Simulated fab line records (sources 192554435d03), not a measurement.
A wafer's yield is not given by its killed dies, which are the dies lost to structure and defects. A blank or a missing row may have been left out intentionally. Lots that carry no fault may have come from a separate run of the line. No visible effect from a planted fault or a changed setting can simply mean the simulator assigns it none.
Comparing a struck lot with a sound one | flow n5 finfet | 15 out of 1938 route steps
Sound: the wafers L526.2, L526.4, L526.6. The struck wafers were L529.2, L529.4, L529.6. Last of all comes the cause.
At each step with rows: each side's tool, then ch and its chambers, then its first start. Under that, the readings that differ: sound wafers | struck wafers | difference of the means | sigmas: that difference in standard deviations of wafers without a fault.
alike: words and numbers the same on both sides, and readings whose means are apart by under 2 such deviations; not compared: readings that were withheld, readings missing a value for some wafer, numbers with overlapping values and no deviation given by the record, and bounds like >300 which may hide the same value.
Wherever a step has rows on one side only, a row that says differs or no value, or a row with sigmas, the two part there. When numbers do not overlap yet have no deviation, they are printed without sigmas and do not part them. A reading missing from all wafers of one side parts the sides only when that side holds two or more wafers.

first, 4 steps without rows for these wafers: N5_SD_EPI_N_SOFTBAKE_04 (time 60 s); N5_SD_EPI_N_EXPOSE_06 (exposes mask SD N BLK, target cd 120 nm); N5_SD_EPI_N_PEB_07 (peb time 60 s); N5_SD_EPI_N_DEVELOP_08 (develop time 30 s).
N5_SD_EPI_N_CD_MEAS_09 targets a cd of 120 nm.
  sound on cd sem-03 ch 0, day 4 06:11; struck on cd sem-03 ch 0, day 5 04:29
  alike: cd nm
N5_SD_EPI_N_OVL_MEAS_10:
  sound on overlay-01 ch 0, day 4 06:13; struck on overlay-02 ch 0, day 5 04:31
  alike: SD_N_BLK_OVL
N5_SD_EPI_N_INSPECT_11: inspects for defects (macro).
  sound: defect inspect-02 at day 4 06:14; struck: defect inspect-01 at day 5 04:32
  alike: raw defect count
N5_SD_EPI_N_DESCUM_14: chemistry O2, time 7.9 s.
  sound on rie diel-02 ch 1,2, day 4 06:17; struck on rie diel-01 ch 1,3, day 5 04:35
  alike: bias power w, drypump motor current A, oes product au, rf vpp V, showerhead plenum p Torr, throttle valve pct
  not compared: rf hours counter h
N5_SD_EPI_N_ETCH_34: etches SiARC in CF4, target depth 45.5 nm, time 75.8 s.
  sound on rie diel-02 ch 1,2, day 4 06:19; struck on rie diel-01 ch 1,3, day 5 04:37
  alike: cf4 flow sccm, drypump motor current A, etch rf on time s, oes product au, rf vpp V, showerhead plenum p Torr, throttle valve pct
  not compared: rf hours counter h
N5_SD_EPI_N_ETCH_35: etches SOC in N2/H2, overetch 108 nm, time 486 s.
  sound on rie diel-02 ch 1,2, day 4 06:22; struck on rie diel-01 ch 1,3, day 5 04:40
  alike: drypump motor current A, oes product au, rf vpp V, showerhead plenum p Torr, throttle valve pct
  not compared: rf hours counter h
then, 1 step without rows for these wafers: N5_SD_EPI_N_STRIP_36 (strips in N2/H2).
N5_SD_EPI_N_ETCHBACK_44: etches SiNx in CH3F/O2, stops on SiO2, target depth 14.5 nm.
  sound on rie diel-02 ch 1,2, day 4 06:41; struck on rie diel-01 ch 1,3, day 5 04:59
  alike: drypump motor current A, oes product au, rf vpp V, showerhead plenum p Torr, throttle valve pct
  not compared: rf hours counter h
N5_SD_EPI_N_ETCH_45: etches SiOCN in CH3F/O2, target depth 6 nm.
  sound on rie diel-02 ch 1,2, day 4 06:47; struck on rie diel-01 ch 1,3, day 5 05:05
  reading                  | sound             | struck            | difference | sigmas
  oes product au (a.u.)    | 0.74 0.82 0.73    | 1.01 1.15 1.01    | +0.29      | +4
  model.etch.depth nm (nm) | 5.984 6.012 5.998 | 8.548 8.649 8.576 | +2.593     |
  alike: drypump motor current A, rf vpp V, showerhead plenum p Torr, throttle valve pct
  not compared: rf hours counter h
N5_SD_EPI_N_ETCH_16: etches SiO2 in CHF3/O2, target depth 5 nm.
  sound on rie diel-02 ch 1,2, day 4 06:53; struck on rie diel-01 ch 1,3, day 5 05:11
  alike: drypump motor current A, oes product au, rf vpp V, showerhead plenum p Torr, throttle valve pct
  not compared: rf hours counter h
-- the record jumps here: 5 days lie between the struck wafers' starts before and after (it left off in module SD_EPI_N and takes up again in module BEOL_M4, whose first step shown is number 1111 of the route) --
N5_BEOL_M4_RC_MEAS_101:
  sound on prober-02 ch 0, day 9 18:59; struck on prober-01 ch 0, day 10 11:22
  reading   | sound          | struck         | difference | sigmas
  VT_P (mV) | -250 -251 -253 | -241 -243 -243 | +9         | +3
  alike: DIBL_N, DIBL_P, IOFF_N, IOFF_P, ION_N, ION_P, SS_N, SS_P, VT_N

WHERE THEY PART
Last at N5_BEOL_M4_RC_MEAS_101 as far as this record goes, first at N5_SD_EPI_N_ETCH_45.

WHY: what the simulator had put in
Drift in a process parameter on rie diel-01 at N5_SD_EPI_N_ETCH_45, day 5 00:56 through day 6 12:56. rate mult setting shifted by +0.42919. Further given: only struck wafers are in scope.
